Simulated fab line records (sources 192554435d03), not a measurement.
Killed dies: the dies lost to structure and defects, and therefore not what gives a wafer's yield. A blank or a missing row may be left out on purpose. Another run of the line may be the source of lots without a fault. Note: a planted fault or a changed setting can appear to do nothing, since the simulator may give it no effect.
Which tool did it? -- flow n5Finfet -- Sampling: 24 lots, 72 wafers, 6 of 1938 route steps

WHAT EACH GAUGE READ, for each wafer
N5_BEOL_M10_OVL_MEAS_12. Usual: M10_OVL gives 0.1 nm (standard deviation 0.82).
lot,measured,on,M10_OVL (nm),flag
L074,day 9 16:26,overlay-02,-0.2 -1.0 -0.4,
L075,day 10 22:38,overlay-01,-0.4 -0.5 -0.1,
L076,day 11 06:23,overlay-01,0.4 0.8 0.3,
L077,day 11 06:35,overlay-01,-0.1 0.1 -0.4,
L078,day 11 12:50,overlay-02,-0.3 -0.6 -0.2,
L080,day 12 07:25,overlay-01,0.3 0.5 -1.4,
L079,day 12 07:40,overlay-02,-0.4 -0.7 -1.4,
L082,day 12 08:42,overlay-01,-0.4 1.0 0.6,
L085,day 12 14:38,overlay-01,0.4 0.4 0.3,
L081,day 12 15:37,overlay-01,-1.0 -1.4 0.2,
L083,day 12 23:42,overlay-02,-1.0 -0.4 0.1,
L084,day 13 04:32,overlay-02,-1.3 0.1 0.5,
L087,day 13 10:32,overlay-02,-0.1 1.9 0.9,
L088,day 13 12:16,overlay-02,-0.8 0.1 -1.2,
L086,day 13 12:28,overlay-02,0.9 0.0 0.5,
L089,day 14 00:20,overlay-02,0.1 0.6 0.3,
L090,day 14 17:22,overlay-02,-0.2 -0.5 -1.2,
L091,day 14 23:45,overlay-01,-0.2 0.0 -0.1,
L093,day 15 00:05,overlay-01,1.5 1.8 2.4,
L092,day 15 12:14,overlay-01,-2.0 -0.8 -1.3,
L094,day 15 12:31,overlay-02,0.6 -0.5 0.3,
L095,day 16 11:29,overlay-02,-0.5 0.6 1.5,
L096,day 16 19:59,overlay-02,0.5 1.0 0.1,
L097,day 16 20:19,overlay-01,1.2 0.5 0.7,

N5_BEOL_M11_INSPECT_58: inspects for defects (darkfield). Usual: 70 for rawDefectCount, sd 26.
lot,measured,on,rawDefectCount,flag
L074,day 10 08:30,defectInspect-01,64 55 50,
L075,day 11 10:07,defectInspect-01,53 62 56,
L076,day 11 22:49,defectInspect-01,66 83 67,
L077,day 11 23:43,defectInspect-01,133 144 79,
L078,day 12 06:37,defectInspect-01,71 56 67,
L080,day 12 22:59,defectInspect-01,63 46 51,
L079,day 12 23:37,defectInspect-01,83 129 82,
L082,day 12 23:20,defectInspect-02,57 74 39,
L085,day 13 07:27,defectInspect-02,42 64 81,
L081,day 13 07:49,defectInspect-01,45 50 66,
L083,day 13 15:03,defectInspect-01,84 93 69,
L084,day 13 17:10,defectInspect-01,48 53 39,
L087,day 13 21:43,defectInspect-02,89 73 104,
L088,day 14 01:17,defectInspect-02,63 74 101,
L086,day 14 01:27,defectInspect-01,64 65 37,
L089,day 14 17:39,defectInspect-02,59 90 66,
L090,day 15 11:44,defectInspect-02,56 66 75,
L091,day 15 18:01,defectInspect-01,42 57 60,
L093,day 15 17:32,defectInspect-02,141 85 58,
L092,day 15 23:20,defectInspect-01,86 75 65,
L094,day 16 02:03,defectInspect-02,103 140 79,
L095,day 16 23:42,defectInspect-02,35 71 36,
L096,day 17 11:07,defectInspect-02,52 56 28,
L097,day 17 11:59,defectInspect-02,62 59 70,

WHAT TOOL EACH LOT RAN ON (gives the tool, then ch and the chambers of the sampled wafers, and finally the start)
lot,N5_BEOL_M10_HM_OPEN_17,N5_BEOL_M11_DESCUM_33,N5_BEOL_M11_VIA_ETCH_34,N5_BEOL_M11_ANNEAL_51
L074,"rieMetal-02 ch 0,1, day 9 16:50","rieDiel-03 ch 0,2,3, day 10 04:10","rieDiel-03 ch 0,2,3, day 10 04:23","rtpAnneal-02 ch 0, day 10 07:46"
L075,"rieMetal-01 ch 0,1, day 10 23:11","rieDiel-02 ch 1,2,3, day 11 05:41","rieDiel-02 ch 1,2,3, day 11 05:54","rtpAnneal-01 ch 0, day 11 09:21"
L076,"rieMetal-01 ch 0,1, day 11 06:53","rieDiel-03 ch 2,3, day 11 19:34","rieDiel-03 ch 2,3, day 11 19:47","rtpAnneal-02 ch 0, day 11 22:09"
L077,"rieMetal-01 ch 0, day 11 06:56","rieDiel-03 ch 1,2,3, day 11 20:02","rieDiel-03 ch 1,2,3, day 11 20:15","rtpAnneal-02 ch 0, day 11 23:01"
L078,"rieMetal-02 ch 0,1, day 11 13:10","rieDiel-02 ch 0,2,3, day 12 02:34","rieDiel-02 ch 0,2,3, day 12 02:47","rtpAnneal-01 ch 0, day 12 05:52"
L080,"rieMetal-01 ch 0, day 12 08:05","rieDiel-02 ch 0,2, day 12 18:17","rieDiel-02 ch 0,2, day 12 18:29","rtpAnneal-02 ch 0, day 12 22:17"
L079,"rieMetal-01 ch 0,1, day 12 08:20","rieDiel-02 ch 0,1,3, day 12 18:45","rieDiel-02 ch 0,1,3, day 12 18:58","rtpAnneal-02 ch 0, day 12 22:52"
L082,"rieMetal-03 ch 0, day 12 09:07","rieDiel-04 ch 2,3, day 12 18:09","rieDiel-04 ch 2,3, day 12 18:22","rtpAnneal-02 ch 0, day 12 22:44"
L085,"rieMetal-02 ch 0,1, day 12 15:02","rieDiel-02 ch 0,3, day 13 04:28","rieDiel-02 ch 0,3, day 13 04:40","rtpAnneal-02 ch 0, day 13 06:44"
L081,"rieMetal-02 ch 0,1, day 12 15:59","rieDiel-04 ch 1,2,3, day 13 04:35","rieDiel-04 ch 1,2,3, day 13 04:47","rtpAnneal-01 ch 0, day 13 07:10"
L083,"rieMetal-01 ch 0,1, day 13 00:17","rieDiel-03 ch 2,3, day 13 11:28","rieDiel-03 ch 2,3, day 13 11:40","rtpAnneal-01 ch 0, day 13 14:26"
L084,"rieMetal-01 ch 0,1, day 13 05:07","rieDiel-03 ch 0,1, day 13 13:10","rieDiel-03 ch 0,1, day 13 13:23","rtpAnneal-02 ch 0, day 13 16:30"
L087,"rieMetal-02 ch 1, day 13 10:52","rieDiel-03 ch 0,2,3, day 13 18:38","rieDiel-03 ch 0,2,3, day 13 18:50","rtpAnneal-02 ch 0, day 13 20:58"
L088,"rieMetal-02 ch 0,1, day 13 12:43","rieDiel-02 ch 2,3, day 13 20:49","rieDiel-02 ch 2,3, day 13 21:01","rtpAnneal-01 ch 0, day 14 00:35"
L086,"rieMetal-02 ch 0, day 13 13:05","rieDiel-04 ch 1,3, day 13 20:56","rieDiel-04 ch 1,3, day 13 21:08","rtpAnneal-02 ch 0, day 14 00:43"
L089,"rieMetal-03 ch 0,1, day 14 00:50","rieDiel-03 ch 1,2,3, day 14 11:00","rieDiel-03 ch 1,2,3, day 14 11:13","rtpAnneal-01 ch 0, day 14 17:02"
L090,"rieMetal-03 ch 0,1, day 14 17:42","rieDiel-04 ch 1,2, day 15 07:04","rieDiel-04 ch 1,2, day 15 07:17","rtpAnneal-01 ch 0, day 15 10:59"
L091,"rieMetal-03 ch 0,1, day 15 00:06","rieDiel-02 ch 0,1,3, day 15 14:40","rieDiel-02 ch 0,1,3, day 15 14:53","rtpAnneal-01 ch 0, day 15 17:21"
L093,"rieMetal-01 ch 0,1, day 15 00:25","rieDiel-03 ch 0,1,2, day 15 14:19","rieDiel-03 ch 0,1,2, day 15 14:31","rtpAnneal-01 ch 0, day 15 16:49"
L092,"rieMetal-01 ch 0,1, day 15 12:34","rieDiel-02 ch 1,2,3, day 15 20:21","rieDiel-02 ch 1,2,3, day 15 20:34","rtpAnneal-02 ch 0, day 15 22:37"
L094,"rieMetal-01 ch 0,1, day 15 12:51","rieDiel-03 ch 0,1, day 15 22:05","rieDiel-03 ch 0,1, day 15 22:18","rtpAnneal-01 ch 0, day 16 01:17"
L095,"rieMetal-01 ch 0,1, day 16 11:49","rieDiel-04 ch 2,3, day 16 18:51","rieDiel-04 ch 2,3, day 16 19:04","rtpAnneal-02 ch 0, day 16 22:58"
L096,"rieMetal-02 ch 0,1, day 16 20:22","rieDiel-03 ch 1,3, day 17 06:26","rieDiel-03 ch 1,3, day 17 06:39","rtpAnneal-02 ch 0, day 17 10:20"
L097,"rieMetal-03 ch 0,1, day 16 20:38","rieDiel-03 ch 1,2, day 17 09:00","rieDiel-03 ch 1,2, day 17 09:13","rtpAnneal-01 ch 0, day 17 11:17"
- N5_BEOL_M10_HM_OPEN_17: chemistry Cl2/BCl3, target TiN, target depth 20 nm, overetch 6 nm.
- N5_BEOL_M11_DESCUM_33: chemistry O2, time 7.9 s.
- N5_BEOL_M11_VIA_ETCH_34: etches SiCOH lowk in C4F6/O2, target depth 184.5 nm, time 69.2 s.
- N5_BEOL_M11_ANNEAL_51: time 90 s.

AS READ BY THE TOOLS THEMSELVES (means over the sampled wafers that have a number; for cases with no such wafer, the mark the record gives instead)
N5_BEOL_M10_HM_OPEN_17. Usual: drypumpMotorCurrentA 6.0 A, standard deviation 0.37; heBacksideLeakSccm 3.54 sccm, standard deviation 0.23; mfcArSccm 25.00 sccm, standard deviation 0.081; mfcCl2Sccm 53.28 sccm, standard deviation 0.16; oesProductAu 0.69 a.u., standard deviation 0.049; throttleValvePct 22.08 %, standard deviation 0.23.
lot,tool,drypumpMotorCurrentA (A),heBacksideLeakSccm (sccm),mfcArSccm (sccm),mfcCl2Sccm (sccm),oesProductAu (a.u.),throttleValvePct (%),flag
L074,rieMetal-02,6.1,3.41,24.99,53.36,0.74,22.19,
L075,rieMetal-01,5.8,3.78,24.98,53.40,0.66,22.09,
L076,rieMetal-01,5.9,3.70,25.04,53.28,0.67,22.07,
L077,rieMetal-01,5.3,3.59,25.07,53.34,0.64,21.75,
L078,rieMetal-02,6.2,3.22,24.93,53.16,0.73,22.29,
L080,rieMetal-01,5.3,3.67,24.88,53.27,0.64,21.76,
L079,rieMetal-01,5.8,3.44,24.95,53.26,0.67,22.06,
L082,rieMetal-03,6.3,3.62,25.09,53.40,0.67,22.09,
L085,rieMetal-02,6.1,3.29,25.05,53.22,0.72,22.20,
L081,rieMetal-02,6.2,3.25,25.00,53.35,0.72,22.28,
L083,rieMetal-01,5.9,3.54,24.96,53.23,0.65,22.09,
L084,rieMetal-01,5.6,3.84,24.94,53.41,0.65,21.94,
L087,rieMetal-02,6.2,3.24,24.97,53.50,0.71,22.39,
L088,rieMetal-02,6.2,3.65,24.99,53.07,0.72,22.31,
L086,rieMetal-02,6.1,3.57,25.00,53.06,0.72,22.12,
L089,rieMetal-03,6.2,3.55,25.18,53.23,0.72,21.97,
L090,rieMetal-03,6.2,3.53,25.02,53.18,0.70,22.00,
L091,rieMetal-03,6.2,3.58,25.06,53.17,0.71,21.98,
L093,rieMetal-01,5.6,3.76,25.08,53.20,0.65,21.92,
L092,rieMetal-01,5.8,3.66,24.94,53.17,0.64,22.10,
L094,rieMetal-01,5.8,3.86,25.02,53.37,0.63,22.11,
L095,rieMetal-01,5.8,3.69,24.97,53.27,0.64,22.11,
L096,rieMetal-02,6.1,3.38,25.09,53.46,0.68,22.25,
L097,rieMetal-03,6.2,3.53,24.97,53.33,0.70,22.00,

N5_BEOL_M11_DESCUM_33. Usual: drypumpMotorCurrentA 5.7 A, standard deviation 0.4; oesProductAu 0.78 a.u., standard deviation 0.09; rfVppV 243.0 V, standard deviation 1.4; showerheadPlenumPTorr 2.08 Torr, standard deviation 0.076; throttleValvePct 20.40 %, standard deviation 0.25.
lot,tool,drypumpMotorCurrentA (A),oesProductAu (a.u.),rfVppV (V),showerheadPlenumPTorr (Torr),throttleValvePct (%),flag
L074,rieDiel-03,5.8,0.77,242.8,2.06,20.34,
L075,rieDiel-02,5.7,0.81,242.2,2.04,20.52,
L076,rieDiel-03,5.8,0.72,242.7,2.05,20.48,
L077,rieDiel-03,5.7,0.73,242.9,2.08,20.38,
L078,rieDiel-02,5.5,0.79,242.9,2.07,20.60,
L080,rieDiel-02,5.8,0.79,242.8,2.10,20.53,
L079,rieDiel-02,5.7,0.85,242.7,2.05,20.38,
L082,rieDiel-04,5.9,0.75,243.4,2.11,20.41,
L085,rieDiel-02,5.4,0.83,242.4,2.08,20.47,
L081,rieDiel-04,5.8,0.83,243.4,2.14,20.40,
L083,rieDiel-03,5.7,0.70,242.6,2.10,20.49,
L084,rieDiel-03,5.8,0.77,243.2,2.05,20.19,
L087,rieDiel-03,5.8,0.74,243.2,2.05,20.39,
L088,rieDiel-02,5.2,0.71,241.2,2.02,20.87,
L086,rieDiel-04,5.6,0.89,244.3,2.17,20.40,
L089,rieDiel-03,5.7,0.72,242.4,2.07,20.41,
L090,rieDiel-04,5.4,0.84,243.2,2.12,20.30,
L091,rieDiel-02,5.7,0.90,244.5,2.13,20.28,
L093,rieDiel-03,5.9,0.76,242.7,2.02,20.31,
L092,rieDiel-02,5.7,0.86,244.2,2.12,20.43,
L094,rieDiel-03,5.8,0.78,242.8,2.03,20.20,
L095,rieDiel-04,6.1,0.76,243.7,2.15,20.57,
L096,rieDiel-03,5.6,0.68,243.6,2.12,20.43,
L097,rieDiel-03,5.9,0.72,242.2,2.01,20.45,

N5_BEOL_M11_VIA_ETCH_34. Usual: drypumpMotorCurrentA 5.7 A, standard deviation 0.4; mfcArSccm 300.2 sccm, standard deviation 0.94; oesProductAu 0.78 a.u., standard deviation 0.09; rfVppV 667 V, standard deviation 12; showerheadPlenumPTorr 2.84 Torr, standard deviation 0.095; throttleValvePct 20.93 %, standard deviation 0.18.
lot,tool,drypumpMotorCurrentA (A),mfcArSccm (sccm),oesProductAu (a.u.),rfVppV (V),showerheadPlenumPTorr (Torr),throttleValvePct (%),flag
L074,rieDiel-03,5.8,300.5,0.76,670,2.81,20.85,
L075,rieDiel-02,5.7,299.9,0.82,663,2.79,21.06,
L076,rieDiel-03,5.9,299.4,0.72,661,2.78,20.94,
L077,rieDiel-03,5.7,299.6,0.73,666,2.83,20.90,
L078,rieDiel-02,5.5,299.8,0.79,668,2.81,21.04,
L080,rieDiel-02,5.8,300.7,0.80,668,2.87,21.07,
L079,rieDiel-02,5.6,300.9,0.85,663,2.80,20.88,
L082,rieDiel-04,6.0,300.2,0.75,652,2.90,21.01,
L085,rieDiel-02,5.4,300.7,0.84,668,2.82,20.85,
L081,rieDiel-04,5.8,301.4,0.82,660,2.92,20.95,
L083,rieDiel-03,5.7,300.2,0.70,658,2.86,20.94,
L084,rieDiel-03,5.8,299.8,0.77,685,2.82,20.81,
L087,rieDiel-03,5.8,299.9,0.74,670,2.80,20.89,
L088,rieDiel-02,5.2,300.5,0.72,665,2.74,21.25,
L086,rieDiel-04,5.6,300.9,0.89,669,2.95,20.87,
L089,rieDiel-03,5.7,299.3,0.72,667,2.82,20.93,
L090,rieDiel-04,5.4,299.6,0.83,668,2.89,20.88,
L091,rieDiel-02,5.7,299.8,0.92,667,2.90,20.78,
L093,rieDiel-03,5.9,300.1,0.75,678,2.77,20.88,
L092,rieDiel-02,5.7,299.9,0.86,667,2.89,20.98,
L094,rieDiel-03,5.9,300.0,0.78,686,2.79,20.80,
L095,rieDiel-04,6.1,299.6,0.75,654,2.93,21.07,
L096,rieDiel-03,5.6,299.6,0.68,663,2.89,20.92,
L097,rieDiel-03,5.9,300.5,0.72,670,2.75,20.96,

N5_BEOL_M11_ANNEAL_51. Usual: 225.94 for wafer_temp_C_max, sd 0.27.
lot,tool,wafer_temp_C_max,flag
L074,rtpAnneal-02,225.94,
L075,rtpAnneal-01,226.40,
L076,rtpAnneal-02,225.71,
L077,rtpAnneal-02,225.92,
L078,rtpAnneal-01,225.85,
L080,rtpAnneal-02,225.99,
L079,rtpAnneal-02,225.97,
L082,rtpAnneal-02,225.87,
L085,rtpAnneal-02,225.81,
L081,rtpAnneal-01,226.20,
L083,rtpAnneal-01,226.04,
L084,rtpAnneal-02,225.49,
L087,rtpAnneal-02,226.01,
L088,rtpAnneal-01,225.67,
L086,rtpAnneal-02,225.82,
L089,rtpAnneal-01,225.97,
L090,rtpAnneal-01,226.22,
L091,rtpAnneal-01,226.10,
L093,rtpAnneal-01,226.16,
L092,rtpAnneal-02,225.53,
L094,rtpAnneal-01,226.22,
L095,rtpAnneal-02,225.85,
L096,rtpAnneal-02,225.95,
L097,rtpAnneal-01,225.99,

THE ANSWER, worked out from the rows above alone
Rule: lot off if the mean of its wafers having a number is beyond 3 standard deviations from the usual mean. A lot without any number at a reading at which 4 lots or more have one is off too. Where the step has rows for the other lots, those lots are counted as sound. Order of review: gauges by route order, followed by the tools' own readings, for which a lot's mean as printed above is used. At the first step where some lot is off, the reading lying furthest off is the one used; lots without a number count as furthest.
Nothing can be told from this: no lot is off at any reading shown.

WHAT HAD BEEN PUT IN BY THE SIMULATOR
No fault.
